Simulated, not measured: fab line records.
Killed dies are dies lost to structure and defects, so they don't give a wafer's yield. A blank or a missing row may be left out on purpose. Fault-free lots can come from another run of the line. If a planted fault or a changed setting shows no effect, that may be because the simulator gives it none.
Which tool was responsible? | flow n5 finfet | 22 lots (66 wafers sampled), 1 step of a 1938-step route

WHAT THE GAUGES READ, wafer by wafer
N5_BEOL_M4_OVL_MEAS_12. Usual: M4_OVL 0.0 nm, standard deviation 0.73.
lot  | measured     | on         | M4_OVL (nm)    | flag
L074 | day 7 10:49  | overlay-01 | 0.4 0.4 -0.9   |
L075 | day 7 20:52  | overlay-01 | -0.5 0.2 0.3   |
L077 | day 8 15:07  | overlay-01 | 1.1 0.8 0.2    |
L079 | day 8 19:54  | overlay-01 | 1.0 1.7 -0.2   |
L080 | day 9 00:48  | overlay-01 | 0.4 0.1 -0.5   |
L078 | day 9 04:16  | overlay-02 | -0.3 -0.9 -0.7 |
L081 | day 9 12:27  | overlay-02 | -0.4 -1.1 -0.5 |
L082 | day 9 13:12  | overlay-01 | 0.8 0.8 0.9    |
L085 | day 10 05:37 | overlay-01 | 0.5 0.3 -0.1   |
L084 | day 10 12:36 | overlay-02 | 1.3 0.3 -1.7   |
L083 | day 10 16:58 | overlay-02 | 1.0 0.5 0.2    |
L087 | day 10 18:46 | overlay-01 | 0.0 -0.8 0.3   |
L086 | day 10 21:22 | overlay-02 | 0.1 -0.6 0.3   |
L088 | day 11 08:02 | overlay-02 | 0.3 0.0 -0.2   |
L090 | day 11 09:04 | overlay-01 | -0.7 0.0 -0.2  |
L091 | day 12 01:21 | overlay-02 | -0.1 -1.5 -1.2 |
L092 | day 12 04:47 | overlay-01 | -0.7 -1.6 -0.4 |
L093 | day 12 05:19 | overlay-01 | 0.5 0.8 -0.5   |
L094 | day 12 14:34 | overlay-02 | -0.1 0.3 -1.1  |
L095 | day 13 01:21 | overlay-01 | 0.0 -0.7 -1.2  |
L096 | day 13 15:43 | overlay-02 | 0.7 0.5 0.1    |
L097 | day 13 16:56 | overlay-02 | 1.0 0.2 0.2    |

WHAT TOOL EACH LOT RAN ON (gives the tool, then ch and the chambers of the sampled wafers, and finally the start)
Record: no process step prior to these readings.

AS READ BY THE TOOLS THEMSELVES (means over the sampled wafers that have a number; for cases with no such wafer, the mark the record gives instead)
The record holds no such reading with a usual standard deviation.

THE ANSWER, worked out from the rows above alone
Rule: lot off if the mean of its wafers having a number is beyond 3 standard deviations from the usual mean. Also off: a lot with no number at a reading for which 4 or more lots have one. The other lots that the step has rows for count as sound. First the gauges in route order, then the tools' own readings, where a lot's mean is used as printed above. At the first step where some lot is off, the reading lying furthest off is the one used; lots without a number count as furthest.
No lot is off on any of the readings shown, so nothing can be concluded from this.

WHAT THE SIMULATOR HAD PUT IN
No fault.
